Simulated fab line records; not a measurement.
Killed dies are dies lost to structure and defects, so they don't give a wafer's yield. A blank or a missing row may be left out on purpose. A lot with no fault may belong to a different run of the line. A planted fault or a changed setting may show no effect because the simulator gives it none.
Lot-split experiment	flow n5 finfet	7 lots, 21 wafers read, on a route of 1938 steps

== ON THE SPLIT ==
At N5_MOL_CONTACT_COAG_EXPOSE_05 (exposes mask CA, defocus 0 nm), the setting dose mj was moved away from the recipe's 38.25 on 10 of the 21 wafers read, by -5.9% to +6.0%. All remaining wafers had this setting at the recipe value.

== FROM THE SPLIT TO THE READING: what the file shows between them, 12 steps ==
- N5_MOL_CONTACT_COAG_PEB_06: peb time 60 s
- N5_MOL_CONTACT_COAG_DEVELOP_07: develop time 30 s
- N5_MOL_CONTACT_COAG_CD_MEAS_08: target cd 28 nm
- N5_MOL_CONTACT_COAG_DESCUM_13: chemistry O2, time 7 s
- N5_MOL_CONTACT_COAG_ETCH_59: etches underlayer in N2/H2, target depth 13 nm, time 10.4 s
- N5_MOL_CONTACT_COAG_ETCH_105: etches SiARC in CF4, target depth 15.6 nm, time 26 s
- N5_MOL_CONTACT_COAG_ETCH_106: etches SOC in N2/H2, target depth 80 nm, overetch 16 nm, time 120 s
- N5_MOL_CONTACT_COAG_CONTACT_ETCH_14: etches SiO2 in C4F6/O2, target depth 27.5 nm, overetch 8.5 nm, time 20 s (also split here: source w)
- N5_MOL_CONTACT_COAG_STRIP_109: strips in C4F6/O2
- N5_MOL_CONTACT_COAG_ETCH_15: etches SiNx in CH3F/O2, stops on Si:P, target depth 7 nm
- N5_MOL_CONTACT_COAG_ETCH_110: etches Si in CF4/O2, target depth 2.5 nm, time 8 s
- N5_MOL_CONTACT_COAG_STRIP_98: strips in N2/H2

== THE READING ==
Shown in nm: cd nm at N5_MOL_CONTACT_COAG_CD_MEAS_99, with target cd 17.2 nm. Fault-free wafers of this fab line usually give 17.2 nm, standard deviation 0.37 nm.

wafer	tool, chamber at the split	dose mj as run	against the recipe	cd nm, nm	against lot-mates on the recipe
L076.1	euv scanner-02, 0	38.25	recipe	16.6	-
L076.2	euv scanner-02, 0	38.25	recipe	17.7	-
L076.4	euv scanner-02, 0	38.25	recipe	17.4	-
L082.1	euv scanner-02, 0	36.26	-5.2%	16.4	-1.1
L082.2	euv scanner-02, 0	38.25	recipe	17.5	-
L082.6	euv scanner-02, 0	36.26	-5.2%	16.3	-1.2
L089.2	euv scanner-01, 0	38.25	recipe	17.3	-
L089.3	euv scanner-01, 0	39.02	+2.0%	17.3	+0.0
L089.6	euv scanner-01, 0	38.25	recipe	17.3	-
L093.4	euv scanner-01, 0	38.25	recipe	17.1	-
L093.5	euv scanner-01, 0	38.25	recipe	17.2	-
L093.6	euv scanner-01, 0	40.17	+5.0%	17.9	+0.8
L094.1	euv scanner-02, 0	38.25	recipe	17.1	-
L094.5	euv scanner-02, 0	40.53	+6.0%	18.5	+1.4
L094.6	euv scanner-02, 0	40.53	+6.0%	18.0	+0.9
L092.1	euv scanner-01, 0	37.46	-2.1%	17.3	+0.0
L092.4	euv scanner-01, 0	37.46	-2.1%	17.0	-0.3
L092.5	euv scanner-01, 0	38.25	recipe	17.3	-
L096.1	euv scanner-01, 0	38.25	recipe	16.8	-
L096.2	euv scanner-01, 0	35.99	-5.9%	15.9	-0.9
L096.6	euv scanner-01, 0	35.99	-5.9%	15.7	-1.1

FIT RESULTS
A straight line over all 21 wafers: cd nm changes by +0.179 nm for each +1% of dose mj; r = +0.90; the points scatter about the line by 0.3 nm.
The same after taking each lot's own level away (the mean of its wafers on the recipe; 21 wafers): +0.18 nm for each +1%; r = +0.93; scatter 0.25 nm.
According to that fit, moving dose mj by its largest amount changes the reading by 1.1 nm.
From 16.80 to 17.50 nm: that is the span of the lots' own levels, equal to 1.9 times the standard deviation above.
So the lot-to-lot level changes the slope little: the two slopes agree.
Check: for one of the wafers moved furthest among these (+6.0%), held out of the fit, the line's prediction against its lot-mates is +0.963 nm. Against them it came out at +1.4 nm.

== OTHER SPLITS ON THESE WAFERS ==
Other splits were also applied to these wafers ahead of the reading. Each is held against what the fit with the lots' levels taken away leaves over:
other split on the same wafers	wafers away from the commonest value	r with cd nm (lot level and that fit taken away)
N5_SDB_STRIP_22 power w	10	-0.11
N5_SDB_CUT_ETCH_26 icp w	9	+0.28
N5_HKMG_FIN_ETCH_35 time s	7	-0.09
N5_MOL_CONTACT_COAG_COAT_103 spin rpm	7	+0.19
N5_MOL_CONTACT_COAG_COAT_58 spin rpm	5	+0.07
N5_MOL_CONTACT_COAG_CONTACT_ETCH_14 source w	6	-0.11

== THE WHOLE CHAIN: every reading that the file lists as answering this split, in the file's order ==
step	what it does	reading	change (the file's fit)	r (the file's)
N5_MOL_CONTACT_COAG_CD_MEAS_08	target cd 28 nm	cd nm	+0.244 nm for each +1% of the setting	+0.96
N5_MOL_CONTACT_COAG_ETCH_59	etches underlayer in N2/H2, target depth 13 nm, time 10.4 s	MOL_CONTACT_COAG.cd offset nm (the simulator's own value, which no gauge read)	+0.211 nm for each +1% of the setting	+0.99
N5_MOL_CONTACT_COAG_ETCH_106	etches SOC in N2/H2, target depth 80 nm, overetch 16 nm, time 120 s	MOL_CONTACT_COAG.cd offset nm (the simulator's own value, which no gauge read)	+0.203 nm for each +1% of the setting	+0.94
N5_MOL_CONTACT_COAG_CD_MEAS_99	target cd 17.2 nm	cd nm	+0.172 nm for each +1% of the setting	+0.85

== THE FILE'S OWN FIT ==
cd nm changes by +0.172 nm for each +1% of dose mj, r = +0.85.
